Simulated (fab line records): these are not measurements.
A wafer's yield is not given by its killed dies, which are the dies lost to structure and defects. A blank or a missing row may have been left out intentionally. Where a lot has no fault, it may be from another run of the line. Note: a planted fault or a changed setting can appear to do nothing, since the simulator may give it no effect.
fab line records | flow n5_finfet | part 2 of 2: steps 4 to 6 of 6
[record] lots = 22 | wafers = 66 | last_day = 17
route steps=1938 shown GATE_CUT@473
lots that met no fault: from a run of the same line without faults
start_h: hours from the record's opening day to when the first of the lot's shown wafers began | wait_h: hours from the lot's prior step to this one | " repeats the value in the row above | L1.1+2: a single row standing in for several wafers | - value missing, or start not given | * or withheld: withheld | < > ~ a bound
route shown NAME@n: names a module that has steps shown in the file, with the first one's number in the route | usual: mean/standard deviation taken from wafers without a fault | same: alike in all rows | chamber/n: place in a boat | sites: each site's reading | _std_site: the values' standard deviation | _edge_site: inner sites' mean taken away from outer sites' mean | radius_mm: how far each site lies from the wafer's centre | mask NAME#n: copy n | behind: the tool/chamber that last shaped the wafer | hold: cause of the lot's hold/its duration in hours/its outcome | device: whichever transistor did not switch (one of n, p or np) | end of line: at the end of the route, the tests of the same wafers | a step with no rows: only its recipe | killed: dies lost to structure and defects at the first sort, not the wafer's yield | map: the dies of a wafer, with x for killed, . for not killed, _ for no die there
set.NAME: setting as actually run; set.NAME@STEP: the setting as run at that earlier step | model.NAME: the simulator's own value behind a step, which no gauge read
the route's steps for a sample of lots (tables are steps, rows are wafers)
services: the hour from which a tool's chamber was out of use, counted from the record's first day as start_h (under 0 if before that day), plus the number of hours and why
[[steps]]
[step N5_GATE_CUT_STRIP_42]
[recipe] chemistry = O2 | power_w = 400 | temp_c = 40 | pressure_mtorr = 30 | rf_frequency_hz = 6e+07 | bias_power_w = 0 | overash_fraction = 0.3 | o2_flow_sccm = 225
[usual] drypump_motor_current_A = 5.6/0.59 | oes_product_au = 0.77/0.08 | rf_vpp_V = 3.6/0.47 | showerhead_plenum_p_Torr = 2.10/0.097 | throttle_valve_pct = 16.63/0.19
[same] overash_fraction = 0.3
lot.wafer | tool        | chamber | start_h | wait_h | drypump_motor_current_A | oes_product_au | rf_hours_counter_h | rf_vpp_V | showerhead_plenum_p_Torr | throttle_valve_pct
L074.2    | rie_diel-05 | 3       | 84.04   | 0.0    | 6.8                     | 0.80           | 114                | 3.4      | 2.02                     | 16.60
L074.5    | "           | 0       | "       | "      | 4.7                     | 0.95           | -                  | 3.5      | 2.05                     | 16.33
L074.6    | "           | 3       | "       | "      | 6.8                     | 0.80           | -                  | 3.6      | 2.02                     | 16.60
L075.3    | rie_diel-01 | 0       | 92.55   | 0.0    | 6.0                     | 0.70           | 222                | 2.8      | 2.17                     | 16.89
L075.4    | "           | 1       | "       | "      | 5.8                     | 1.01           | 1                  | 3.7      | 2.24                     | 16.37
L075.5    | "           | 1       | "       | "      | 5.8                     | 1.02           | -                  | 3.2      | 2.24                     | 16.37
L076.2    | rie_diel-01 | 0       | 95.84   | 0.0    | 6.0                     | 0.70           | 223                | 3.3      | 2.17                     | 16.88
L076.4    | "           | 3       | "       | "      | 4.9                     | 0.69           | 224                | 3.2      | 2.15                     | 16.63
L076.6    | "           | 3       | "       | "      | 4.9                     | 0.69           | -                  | 4.2      | 2.15                     | 16.62
L077.1    | rie_diel-03 | 0       | 103.22  | 0.0    | 5.3                     | 0.72           | 204                | 3.2      | 2.18                     | 16.64
L077.3    | "           | 2       | "       | "      | 5.1                     | 0.77           | 126                | 4.2      | 2.20                     | 16.57
L077.5    | "           | 0       | "       | "      | 5.4                     | 0.72           | -                  | 3.3      | 2.18                     | 16.65
L078.1    | rie_diel-03 | 3       | 113.51  | 0.0    | 5.2                     | 0.79           | 103                | 3.1      | 1.94                     | 16.43
L078.3    | "           | 0       | "       | "      | 5.4                     | 0.72           | 208                | 3.3      | 2.17                     | 16.67
L078.6    | "           | 2       | "       | "      | 5.1                     | 0.76           | -                  | 3.2      | 2.20                     | 16.60
L079.1    | rie_diel-03 | 3       | 115.84  | 0.0    | 5.2                     | 0.79           | 104                | 4.1      | 1.94                     | 16.43
L079.4    | "           | 2       | "       | "      | 5.2                     | 0.77           | -                  | 3.1      | 2.20                     | 16.58
L079.6    | "           | 3       | "       | "      | 5.2                     | 0.79           | -                  | 3.7      | 1.94                     | 16.42
L080.1    | rie_diel-05 | 2       | 119.03  | 0.0    | 6.2                     | 0.74           | 155                | 5.1      | 2.02                     | 16.83
L080.3    | "           | 0       | "       | "      | 4.8                     | 0.93           | 19                 | 3.7      | 2.05                     | 16.36
L080.6    | "           | 0       | "       | "      | 4.7                     | 0.92           | -                  | 3.5      | 2.05                     | 16.35
L082.1    | rie_diel-03 | 0       | 132.12  | 0.0    | 5.4                     | 0.71           | 216                | 3.8      | 2.17                     | 16.67
L082.4    | "           | 2       | "       | "      | 5.1                     | 0.76           | 137                | 3.8      | 2.19                     | 16.59
L082.6    | "           | 1       | "       | "      | 5.4                     | 0.75           | -                  | 4.2      | 2.18                     | 16.55
L083.1    | rie_diel-01 | 0       | 135.63  | 0.0    | 6.0                     | 0.69           | 236                | 3.3      | 2.16                     | 16.93
L083.2    | "           | 2       | "       | "      | 6.4                     | 0.76           | 167                | 3.8      | 2.17                     | 16.90
L083.4    | "           | 2       | "       | "      | 6.3                     | 0.76           | -                  | 3.5      | 2.17                     | 16.91
L084.3    | rie_diel-05 | 1       | 143.75  | 0.0    | 6.0                     | 0.68           | 239                | 4.5      | 2.07                     | 16.98
L084.5    | "           | 3       | "       | "      | 6.8                     | 0.78           | -                  | 3.6      | 2.01                     | 16.64
L084.6    | "           | 0       | "       | "      | 4.7                     | 0.90           | -                  | 4.0      | 2.04                     | 16.39
L085.2    | rie_diel-01 | 1       | 154.10  | 0.0    | 5.8                     | 0.93           | 22                 | 3.5      | 2.23                     | 16.41
L085.4    | "           | 3       | "       | "      | 4.9                     | 0.67           | 243                | 3.4      | 2.15                     | 16.67
L085.6    | "           | 3       | "       | "      | 4.9                     | 0.66           | -                  | 3.1      | 2.15                     | 16.67
L086.1    | rie_diel-03 | 0       | 156.44  | 0.0    | 5.4                     | 0.71           | 222                | 4.0      | 2.17                     | 16.66
L086.2    | "           | 2       | "       | "      | 5.2                     | 0.75           | 144                | 3.1      | 2.19                     | 16.61
L086.4    | "           | 1       | "       | "      | 5.4                     | 0.75           | 168                | 3.9      | 2.18                     | 16.55
L087.2    | rie_diel-01 | 0       | 161.17  | 0.0    | 6.0                     | 0.68           | 245                | 3.0      | 2.16                     | 16.92
L087.5    | "           | 2       | "       | "      | 6.3                     | 0.74           | -                  | 3.6      | 2.16                     | 16.93
L087.6    | "           | 1       | "       | "      | 5.8                     | 0.93           | -                  | 3.6      | 2.23                     | 16.42
L088.2    | rie_diel-05 | 1       | 171.24  | 0.0    | 6.0                     | 0.67           | 247                | 3.4      | 2.07                     | 16.98
L088.3    | "           | 2       | "       | "      | 6.2                     | 0.72           | 170                | 3.6      | 2.01                     | 16.88
L088.5    | "           | 1       | "       | "      | 6.0                     | 0.68           | -                  | 3.1      | 2.07                     | 16.98
L089.2    | rie_diel-03 | 2       | 172.02  | 0.0    | 5.2                     | 0.74           | 148                | 4.1      | 2.19                     | 16.61
L089.3    | "           | 0       | "       | "      | 5.4                     | 0.70           | 226                | 3.8      | 2.17                     | 16.69
L089.6    | "           | 2       | "       | "      | 5.2                     | 0.75           | -                  | 3.8      | 2.19                     | 16.63
L090.1    | rie_diel-05 | 1       | 178.72  | 0.0    | 6.0                     | 0.67           | 250                | 4.5      | 2.06                     | 16.99
L090.3    | "           | 0       | "       | "      | 4.7                     | 0.88           | 37                 | 4.4      | 2.04                     | 16.38
L090.6    | "           | 0       | "       | "      | 4.7                     | 0.87           | -                  | 3.4      | 2.04                     | 16.40
L091.4    | rie_diel-05 | 0       | 185.08  | 0.0    | 4.7                     | 0.88           | -                  | 3.5      | 2.04                     | 16.39
L091.5    | "           | 2       | "       | "      | 6.2                     | 0.72           | -                  | 3.3      | 2.01                     | 16.88
L091.6    | "           | 3       | "       | "      | 6.8                     | 0.77           | -                  | 4.3      | 2.00                     | 16.67
L092.1    | rie_diel-03 | 3       | 192.64  | 0.0    | 5.2                     | 0.76           | 127                | 4.1      | 1.93                     | 16.47
L092.4    | "           | 2       | "       | "      | 5.1                     | 0.74           | 154                | 3.6      | 2.19                     | 16.64
L092.6    | "           | 2       | "       | "      | 5.1                     | 0.74           | -                  | 3.2      | 2.19                     | 16.64
L094.2    | rie_diel-03 | 0       | 209.99  | 0.0    | 5.4                     | 0.71           | 236                | 4.0      | 2.16                     | 16.70
L094.3    | "           | 3       | "       | "      | 5.2                     | 0.76           | 132                | 3.8      | 1.93                     | 16.47
L094.4    | "           | 2       | "       | "      | 5.1                     | 0.74           | 159                | 4.5      | 2.19                     | 16.64
L095.1    | rie_diel-03 | 2       | 215.35  | 0.0    | 5.2                     | 0.75           | 161                | 3.3      | 2.19                     | 16.65
L095.3    | "           | 0       | "       | "      | 5.4                     | 0.69           | 238                | 3.2      | 2.16                     | 16.72
L095.4    | "           | 3       | "       | "      | 5.2                     | 0.76           | 134                | 3.0      | 1.93                     | 16.48
L096.2    | rie_diel-05 | 0       | 220.98  | 0.0    | 4.7                     | 0.85           | 52                 | 2.9      | 2.04                     | 16.42
L096.3    | "           | 3       | "       | "      | 6.8                     | 0.75           | 159                | 3.2      | 2.00                     | 16.68
L096.6    | "           | 3       | "       | "      | 6.8                     | 0.76           | -                  | 3.4      | 2.00                     | 16.68
L097.1    | rie_diel-01 | 1       | 222.95  | 0.0    | 5.8                     | 0.88           | 46                 | 2.9      | 2.22                     | 16.46
L097.4    | "           | 1       | "       | "      | 5.8                     | 0.90           | -                  | 3.7      | 2.22                     | 16.47
L097.5    | "           | 3       | "       | "      | 4.9                     | 0.95           | -                  | 3.0      | 2.14                     | 16.24
[step N5_GATE_CUT_CUT_ETCH_54]
[recipe] chemistry = Cl2/BCl3 | target = TiN | mask_material = SiO2 | target_depth_a = 967 | pressure_mtorr = 10 | icp_w = 1000 | bias_w = 126 | Cl2_flow_sccm = 53.25 | bcl3_flow_sccm = 21.75 | Ar_flow_sccm = 25 | ends = cleared
[usual] drypump_motor_current_A = 5.9/0.41 | etch_rf_on_time_s = 36.7/0.57 | oes_product_au = 0.69/0.098 | throttle_valve_pct = 22.25/0.13
lot.wafer | tool         | chamber | start_h | wait_h | drypump_motor_current_A | etch_rf_on_time_s | oes_product_au | rf_hours_counter_h | throttle_valve_pct
L074.2    | rie_metal-01 | 1       | 84.25   | 0.0    | 5.3                     | 37.5              | 0.53           | 123                | 22.41
L074.5    | "            | 0       | "       | "      | 6.2                     | 37.0              | 0.67           | -                  | 22.07
L074.6    | "            | 1       | "       | "      | 5.3                     | 37.5              | 0.53           | -                  | 22.40
L075.3    | rie_metal-02 | 0       | 92.86   | 0.1    | 6.2                     | 36.5              | 0.77           | -                  | 22.37
L075.4    | "            | 0       | "       | "      | 6.2                     | 36.4              | 0.78           | -                  | 22.38
L075.5    | "            | 0       | "       | "      | 6.2                     | 36.2              | 0.78           | -                  | 22.38
L076.2    | rie_metal-01 | 0       | 96.06   | 0.0    | 6.3                     | 36.5              | 0.67           | 58                 | 22.07
L076.4    | "            | 1       | "       | "      | 5.4                     | 37.0              | 0.54           | -                  | 22.39
L076.6    | "            | 0       | "       | "      | 6.3                     | 36.4              | 0.67           | -                  | 22.08
L077.1    | rie_metal-02 | 1       | 103.42  | 0.0    | 6.0                     | 35.8              | 0.76           | 19                 | 22.14
L077.3    | "            | 0       | "       | "      | 6.2                     | 35.8              | 0.78           | -                  | 22.38
L077.5    | "            | 1       | "       | "      | 6.0                     | 35.5              | 0.76           | -                  | 22.12
L078.1    | rie_metal-02 | 1       | 113.72  | 0.0    | 6.0                     | 36.0              | 0.76           | 20                 | 22.13
L078.3    | "            | 1       | "       | "      | 6.1                     | 36.1              | 0.76           | -                  | 22.15
L078.6    | "            | 1       | "       | "      | 6.1                     | 35.8              | 0.76           | -                  | 22.13
L079.1    | rie_metal-01 | 1       | 116.05  | 0.0    | 5.3                     | 37.2              | 0.53           | 125                | 22.41
L079.4    | "            | 0       | "       | "      | 6.2                     | 36.7              | 0.66           | -                  | 22.07
L079.6    | "            | 1       | "       | "      | 5.3                     | 36.8              | 0.54           | -                  | 22.38
L080.1    | rie_metal-01 | 0       | 119.24  | 0.0    | 6.2                     | 36.7              | 0.67           | 60                 | 22.08
L080.3    | "            | 0       | "       | "      | 6.3                     | 36.6              | 0.66           | -                  | 22.08
L080.6    | "            | 1       | "       | "      | 5.4                     | 36.9              | 0.53           | -                  | 22.40
L082.1    | rie_metal-01 | 1       | 132.33  | 0.0    | 5.4                     | 37.1              | 0.53           | 127                | 22.39
L082.4    | "            | 1       | "       | "      | 5.4                     | 37.1              | 0.53           | -                  | 22.40
L082.6    | "            | 0       | "       | "      | 6.2                     | 36.8              | 0.66           | -                  | 22.09
L083.1    | rie_metal-01 | 0       | 135.84  | 0.0    | 6.2                     | 36.9              | 0.65           | 62                 | 22.08
L083.2    | "            | 1       | "       | "      | 5.4                     | 37.2              | 0.53           | 127                | 22.42
L083.4    | "            | 1       | "       | "      | 5.3                     | 37.1              | 0.53           | -                  | 22.40
L084.3    | rie_metal-01 | 1       | 143.98  | 0.0    | 5.4                     | 37.2              | 0.53           | -                  | 22.41
L084.5    | "            | 1       | "       | "      | 5.3                     | 37.4              | 0.53           | -                  | 22.41
L084.6    | "            | 0       | "       | "      | 6.3                     | 36.9              | 0.65           | -                  | 22.10
L085.2    | rie_metal-02 | 1       | 154.31  | 0.0    | 6.0                     | 36.1              | 0.75           | 24                 | 22.14
L085.4    | "            | 1       | "       | "      | 6.0                     | 35.6              | 0.75           | -                  | 22.16
L085.6    | "            | 1       | "       | "      | 6.0                     | 35.8              | 0.75           | -                  | 22.14
L086.1    | rie_metal-03 | 0       | 156.65  | 0.0    | 5.1                     | 37.3              | 0.84           | 4                  | 22.32
L086.2    | "            | 1       | "       | "      | 6.0                     | 37.7              | 0.65           | 54                 | 22.21
L086.4    | "            | 0       | "       | "      | 5.1                     | 37.1              | 0.84           | -                  | 22.32
L087.2    | rie_metal-03 | 1       | 161.38  | 0.0    | 6.0                     | 37.4              | 0.65           | 55                 | 22.24
L087.5    | "            | 0       | "       | "      | 5.1                     | 36.6              | 0.83           | -                  | 22.33
L087.6    | "            | 1       | "       | "      | 5.9                     | 37.0              | 0.65           | -                  | 22.20
L088.2    | rie_metal-02 | 0       | 171.45  | 0.0    | 6.2                     | 35.8              | 0.76           | 23                 | 22.41
L088.3    | "            | 1       | "       | "      | 6.0                     | 35.6              | 0.74           | -                  | 22.15
L088.5    | "            | 0       | "       | "      | 6.2                     | 36.1              | 0.77           | -                  | 22.40
L089.2    | rie_metal-01 | 1       | 172.23  | 0.0    | 5.4                     | 37.1              | 0.53           | 131                | 22.42
L089.3    | "            | 1       | "       | "      | 5.4                     | 37.0              | 0.53           | -                  | 22.39
L089.6    | "            | 1       | "       | "      | 5.4                     | 37.2              | 0.52           | -                  | 22.42
L090.1    | rie_metal-03 | 1       | 178.93  | 0.0    | 6.0                     | 37.5              | 0.64           | 56                 | 22.23
L090.3    | "            | 0       | "       | "      | 5.1                     | 37.2              | 0.81           | -                  | 22.34
L090.6    | "            | 1       | "       | "      | 6.0                     | 37.7              | 0.65           | -                  | 22.24
L091.4    | rie_metal-02 | 0       | 185.29  | 0.0    | 6.2                     | 36.4              | 0.74           | -                  | 22.43
L091.5    | "            | 1       | "       | "      | 6.0                     | 35.5              | 0.74           | -                  | 22.15
L091.6    | "            | 0       | "       | "      | 6.2                     | 36.4              | 0.74           | -                  | 22.41
L092.1    | rie_metal-01 | 0       | 192.91  | 0.1    | 6.3                     | 37.0              | 0.65           | 66                 | 22.10
L092.4    | "            | 0       | "       | "      | 6.3                     | 37.0              | 0.65           | -                  | 22.10
L092.6    | "            | 0       | "       | "      | 6.3                     | 37.1              | 0.64           | -                  | 22.13
L094.2    | rie_metal-01 | 1       | 210.20  | 0.0    | 5.4                     | 36.3              | 0.90           | 0                  | 22.16
L094.3    | "            | 0       | "       | "      | 6.2                     | 36.5              | 0.65           | -                  | 22.10
L094.4    | "            | 1       | "       | "      | 5.3                     | 36.1              | 0.90           | -                  | 22.16
L095.1    | rie_metal-03 | 0       | 215.56  | 0.0    | 5.1                     | 37.0              | 0.80           | 10                 | 22.34
L095.3    | "            | 1       | "       | "      | 6.0                     | 37.4              | 0.64           | -                  | 22.23
L095.4    | "            | 0       | "       | "      | 5.1                     | 36.9              | 0.80           | -                  | 22.35
L096.2    | rie_metal-02 | 0       | 221.19  | 0.0    | 6.2                     | 36.2              | 0.74           | 28                 | 22.43
L096.3    | "            | 0       | "       | "      | 6.2                     | 36.5              | 0.73           | -                  | 22.42
L096.6    | "            | 0       | "       | "      | 6.2                     | 36.2              | 0.74           | -                  | 22.43
L097.1    | rie_metal-01 | 1       | 223.16  | 0.0    | 5.4                     | 36.4              | 0.87           | 2                  | 22.17
L097.4    | "            | 0       | "       | "      | 6.2                     | 36.7              | 0.64           | -                  | 22.12
L097.5    | "            | 0       | "       | "      | 6.2                     | 36.5              | 0.64           | -                  | 22.12
[step N5_GATE_CUT_THK_MEAS_24]
[recipe] reads = SiO2_of_GATE_CUT_HM_DEP_46+SiO2_flowable_of_ILD0_FCVD_FILL_01
[usual] GC_FILL_THK = 220.0/1.7
lot.wafer | tool          | chamber | start_h | wait_h | GC_FILL_THK[nm]
L074.2    | film_metro-02 | -       | 86.43   | -      | 220.4
L074.5    | "             | -       | "       | "      | 219.6
L074.6    | "             | -       | "       | "      | 217.5
L075.3    | film_metro-01 | -       | 96.32   | -      | 220.6
L075.4    | "             | -       | "       | "      | 224.2
L075.5    | "             | -       | "       | "      | 224.2
L076.2    | film_metro-01 | -       | 98.41   | -      | 217.0
L076.4    | "             | -       | "       | "      | 221.3
L076.6    | "             | -       | "       | "      | 221.2
L077.1    | film_metro-01 | -       | 105.59  | -      | 220.3
L077.3    | "             | -       | "       | "      | 218.4
L077.5    | "             | -       | "       | "      | 221.2
L078.1    | film_metro-02 | -       | 115.89  | -      | 216.3
L078.3    | "             | -       | "       | "      | 219.0
L078.6    | "             | -       | "       | "      | 220.8
L079.1    | film_metro-02 | -       | 118.22  | -      | 216.3
L079.4    | "             | -       | "       | "      | 218.6
L079.6    | "             | -       | "       | "      | 220.8
L080.1    | film_metro-01 | -       | 121.41  | -      | 218.7
L080.3    | "             | -       | "       | "      | 221.8
L080.6    | "             | -       | "       | "      | 222.8
L082.1    | film_metro-02 | -       | 134.52  | -      | 220.8
L082.4    | "             | -       | "       | "      | 221.0
L082.6    | "             | -       | "       | "      | 220.6
L083.1    | film_metro-02 | -       | 138.01  | -      | 219.1
L083.2    | "             | -       | "       | "      | 217.9
L083.4    | "             | -       | "       | "      | 222.0
L084.3    | film_metro-02 | -       | 146.14  | -      | 218.3
L084.5    | "             | -       | "       | "      | 219.5
L084.6    | "             | -       | "       | "      | 219.4
L085.2    | film_metro-02 | -       | 156.64  | -      | 219.7
L085.4    | "             | -       | "       | "      | 221.8
L085.6    | "             | -       | "       | "      | 222.7
L086.1    | film_metro-01 | -       | 158.83  | -      | 220.4
L086.2    | "             | -       | "       | "      | 219.4
L086.4    | "             | -       | "       | "      | 221.3
L087.2    | film_metro-01 | -       | 163.58  | -      | 219.0
L087.5    | "             | -       | "       | "      | 222.9
L087.6    | "             | -       | "       | "      | 220.8
L088.2    | film_metro-01 | -       | 173.62  | -      | 216.4
L088.3    | "             | -       | "       | "      | 220.3
L088.5    | "             | -       | "       | "      | 220.9
L089.2    | film_metro-01 | -       | 174.78  | -      | 220.8
L089.3    | "             | -       | "       | "      | 219.2
L089.6    | "             | -       | "       | "      | 220.6
L090.1    | film_metro-01 | -       | 181.10  | -      | 218.8
L090.3    | "             | -       | "       | "      | 220.6
L090.6    | "             | -       | "       | "      | 221.8
L091.4    | film_metro-01 | -       | 188.76  | -      | 223.5
L091.5    | "             | -       | "       | "      | 223.5
L091.6    | "             | -       | "       | "      | 222.2
L092.1    | film_metro-01 | -       | 195.29  | -      | 220.0
L092.4    | "             | -       | "       | "      | 220.3
L092.6    | "             | -       | "       | "      | 222.1
L094.2    | film_metro-01 | -       | 212.37  | -      | 219.1
L094.3    | "             | -       | "       | "      | 219.6
L094.4    | "             | -       | "       | "      | 220.1
L095.1    | film_metro-02 | -       | 217.76  | -      | 217.1
L095.3    | "             | -       | "       | "      | 218.2
L095.4    | "             | -       | "       | "      | 217.8
L096.2    | film_metro-01 | -       | 223.36  | -      | 217.1
L096.3    | "             | -       | "       | "      | 220.5
L096.6    | "             | -       | "       | "      | 219.6
L097.1    | film_metro-01 | -       | 225.33  | -      | 220.2
L097.4    | "             | -       | "       | "      | 221.7
L097.5    | "             | -       | "       | "      | 220.4
[[services]]
tool         | chamber | start_h | hours | kind
rie_diel-05  | -       | 61.15   | 0.7   | repair
rie_metal-01 | -       | 63.09   | 0.2   | repair
rie_diel-01  | 1       | 67.90   | -     | clean
rie_diel-01  | 1       | 67.90   | -     | consumable_replace:focus_ring
rie_diel-05  | -       | 76.88   | 0.9   | repair
ald_sin-02   | 3       | 85.14   | 14.9  | repair
ald_sin-01   | -       | 85.25   | 14.0  | pm
ald_sin-04   | 1       | 90.16   | 5.2   | repair
rie_metal-02 | 1       | 90.75   | 5.9   | repair
rie_diel-03  | 1       | 95.95   | 26.3  | repair
rie_diel-05  | 2       | 110.34  | 6.6   | repair
rie_metal-03 | 0       | 119.15  | 5.4   | repair
ald_sin-01   | 1       | 125.40  | 1.6   | repair
rie_diel-05  | -       | 125.78  | 2.8   | pm
rie_diel-01  | 3       | 132.83  | 3.4   | repair
rie_diel-03  | -       | 137.82  | 2.8   | pm
ald_sin-04   | -       | 139.20  | 1.7   | repair
ald_sin-01   | 0       | 165.18  | 1.3   | repair
rie_diel-01  | 0       | 171.33  | 5.5   | repair
rie_metal-01 | -       | 175.05  | 14.6  | pm
ald_sin-02   | -       | 177.74  | 14.0  | pm
rie_diel-05  | 1       | 180.70  | -     | clean
rie_diel-05  | 1       | 180.70  | -     | consumable_replace:focus_ring
rie_diel-01  | -       | 202.49  | 2.8   | pm
